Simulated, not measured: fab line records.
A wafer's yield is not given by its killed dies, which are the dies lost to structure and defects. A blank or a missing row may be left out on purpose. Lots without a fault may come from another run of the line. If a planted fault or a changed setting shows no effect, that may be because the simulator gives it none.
Matching of chambers	flow n5_finfet	3 sister chambers for N5_BEOL_M9_DEP_56 on pecvd-01
The step deposits SiCN from 3MS/NH3, target thk 15 nm, time 26.5 s. 6 wafers are shown with their chamber, then 12 later ones without.

WAFERS, EACH WITH ITS CHAMBER
wafer	chamber	showerhead_plenum_p_Torr (Torr)	throttle_valve_pct (%)
L083.6	0	3.691	9.6
L085.2	0	3.685	9.1
L085.4	2	3.646	8.3
L089.1	1	3.666	9.1
L089.4	2	3.644	8.1
L089.6	1	3.664	9.0

WAFERS WITHOUT THEIR CHAMBER
wafer	showerhead_plenum_p_Torr (Torr)	throttle_valve_pct (%)
L090.1	3.667	9.2
L090.5	3.690	9.4
L090.6	3.647	8.6
L094.4	3.665	9.1
L094.5	3.688	9.3
L094.6	3.636	8.4
L076.2	3.664	9.1
L076.3	3.670	9.3
L076.5	3.633	8.5
L095.1	3.637	8.2
L095.3	3.666	9.1
L095.6	3.643	8.5

THE CHAMBER EACH PASSED THROUGH
wafer	from the rows above	in truth
L090.1	1	1
L090.5	0	0
L090.6	2	2
L094.4	1	1
L094.5	0	0
L094.6	2	2
L076.2	1	1
L076.3	1	1
L076.5	2	2
L095.1	2	2
L095.3	1	1
L095.6	2	2
Correct placement for 12 of the 12. Not placeable from these rows: 0. Placed wrongly: 0.
How it was worked out, from the rows above alone: a wafer's distance from a chamber is the root of the sum, over the readings, of the square of ((its reading less the chamber's mean) divided by the reading's scatter). If the next closest chamber is less than 2 further off than the closest, the wafer can't be placed; otherwise it belongs to the closest. Each chamber's mean is taken over the wafers shown for it. The scatter is the square root of a quotient: the sum, over the shown wafers, of each reading's squared deviation from its chamber's mean, divided by wafers minus chambers.
